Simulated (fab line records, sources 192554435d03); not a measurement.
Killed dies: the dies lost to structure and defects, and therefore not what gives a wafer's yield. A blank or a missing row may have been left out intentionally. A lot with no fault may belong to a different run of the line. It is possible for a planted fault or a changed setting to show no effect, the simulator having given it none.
Struck lot and sound lot, side by side -- flow n5_finfet -- 20 steps out of a route of 1938
Sound: wafers L559.1, L559.5, L559.6. The struck wafers were L563.1, L563.3, L563.5. Last of all comes the cause.
Per side, at each step with rows, come the tool, then ch with its chambers, and then its first start. Under that, the readings that differ: sound wafers -- struck wafers -- difference of the means -- sigmas: that difference in standard deviations of wafers without a fault.
alike: readings with means less than 2 such deviations apart, plus words and numbers identical on both sides. not compared: withheld readings, readings lacking a value on some wafer, bounds such as >300 that could conceal the same value, and numbers that have no deviation in the record and whose values overlap.
The two part at a step that has a row with sigmas, a row that says differs or no value, or rows on one side only. When numbers do not overlap yet have no deviation, they are printed without sigmas and do not part them. Lack of a reading on every wafer of one side parts them only where that side has two or more wafers.

N5_BEOL_M11_TRENCH_ETCH_37: etches SiCOH lowk in C4F6/O2, target depth 148.83 nm, time 48 s.
  sound: rie_diel-06 ch 1,2; struck: rie_diel-06 ch 0,1,2
  alike: C4F6_flow_sccm, drypump_motor_current_A, oes_product_au, rf_vpp_V, showerhead_plenum_p_Torr, throttle_valve_pct
  not compared: rf_hours_counter_h
then, 1 step without rows for these wafers: N5_BEOL_M11_ETCH_41 (etches SiCN in CH3F/O2, target depth 42.6 nm, time 86 s).
N5_BEOL_M11_STRIP_77: strips in N2/H2, time 10 s.
  sound: rie_diel-06 ch 1,2; struck: rie_diel-06 ch 0,1,2
  alike: drypump_motor_current_A, n2_flow_sccm, oes_product_au, rf_vpp_V, showerhead_plenum_p_Torr, throttle_valve_pct
  not compared: rf_hours_counter_h
N5_BEOL_M11_OCD_MEAS_38:
  sound on ocd-01 at day 16 15:43; struck on ocd-01 at day 18 00:44
  alike: trench_depth_nm
then, 4 steps without rows for these wafers: N5_BEOL_M11_HM_STRIP_39 (strips TiN in peroxide tin strip, target depth 25 nm, time 158 s); N5_BEOL_M11_SRD_40 (time 30 s); N5_BEOL_M11_PRECLEAN_42 (cleans in residue remover, time 60 s); N5_BEOL_M11_SRD_43 (time 30 s).
N5_BEOL_M11_CD_MEAS_35: target cd 70 nm.
  sound on cd_sem-02 at day 16 15:53; struck on cd_sem-03 at day 18 00:54
reading,sound,struck,difference,sigmas
cd_nm (nm),69.5 69.4 69.8,70.6 70.1 71.3,+1.1,+2
then, 2 steps without rows for these wafers: N5_BEOL_M11_CURE_72 (cures SiCOH lowk, time 120 s); N5_BEOL_M11_DEGAS_44 (time 60 s).
N5_BEOL_M11_PRE_CLEAN_45: time 30 s.
  sound on pvd_sputter-01 at day 16 16:38; struck on pvd_sputter-02 at day 18 01:32
  alike: heater_power_w
N5_BEOL_M11_ALD_74: deposits TaN, target thk 2 nm, pulse time 2 s, purge time 3 s.
  sound on ald_metal-03 ch 0,1,2, day 16 16:42; struck on ald_metal-03 ch 1,2,3, day 18 01:42
reading,sound,struck,difference,sigmas
ald_cycles,40 40 40,70 70 70,+30,
model.TaN_of_BEOL_M11_ALD_74.thk_nm (nm),2 2 2,3.4 3.4 3.4,+1.4,
  alike: heater_power_w
N5_BEOL_M11_SURFACE_TREAT_76:
  sound on pvd_sputter-01 at day 16 17:02; struck on pvd_sputter-01 at day 18 02:01
  alike: ar_flow_sccm
  not compared: throttle_valve_pct
then, 3 steps without rows for these wafers: N5_BEOL_M11_CVD_75 (deposits Co from CCTBA/H2, target thk 2 nm, time 138.9 s); N5_BEOL_M11_SPUTTER_48 (material Cu, target thk 12 nm, time 2 s); N5_BEOL_M11_ECD_50 (material Cu, target thk 318 nm).
N5_BEOL_M11_ANNEAL_51: time 90 s.
  sound on rtp_anneal-02 ch 0, day 16 17:33; struck on rtp_anneal-01 ch 0, day 18 03:15
  alike: wafer_temp_C_max
N5_BEOL_M11_CMP_52: polishes, stops on SiCOH lowk, t overpolish 7 s, target thk 140 nm.
  sound on cmp-02 ch 1,2,3, day 16 17:58; struck on cmp-03 ch 0,1,2, day 18 03:49
reading,sound,struck,difference,sigmas
barrier_field_endpoint_s (s),28.7 28.8 29.1,30.3 31.1 31.0,+1.9,+3
  alike: motor_current_A, slurry_flow_ml_min
N5_BEOL_M11_THK_MEAS_53: measures by xrf.
  sound on film_metro-01 at day 16 18:08; struck on film_metro-02 at day 18 04:02
  alike: M11_THK

## WHERE THEY PART
Last at N5_BEOL_M11_CMP_52 as far as this record goes, first at N5_BEOL_M11_CD_MEAS_35. Later steps at which nothing parts them and some readings are alike: N5_BEOL_M11_THK_MEAS_53.

WHY: the cause the simulator had injected
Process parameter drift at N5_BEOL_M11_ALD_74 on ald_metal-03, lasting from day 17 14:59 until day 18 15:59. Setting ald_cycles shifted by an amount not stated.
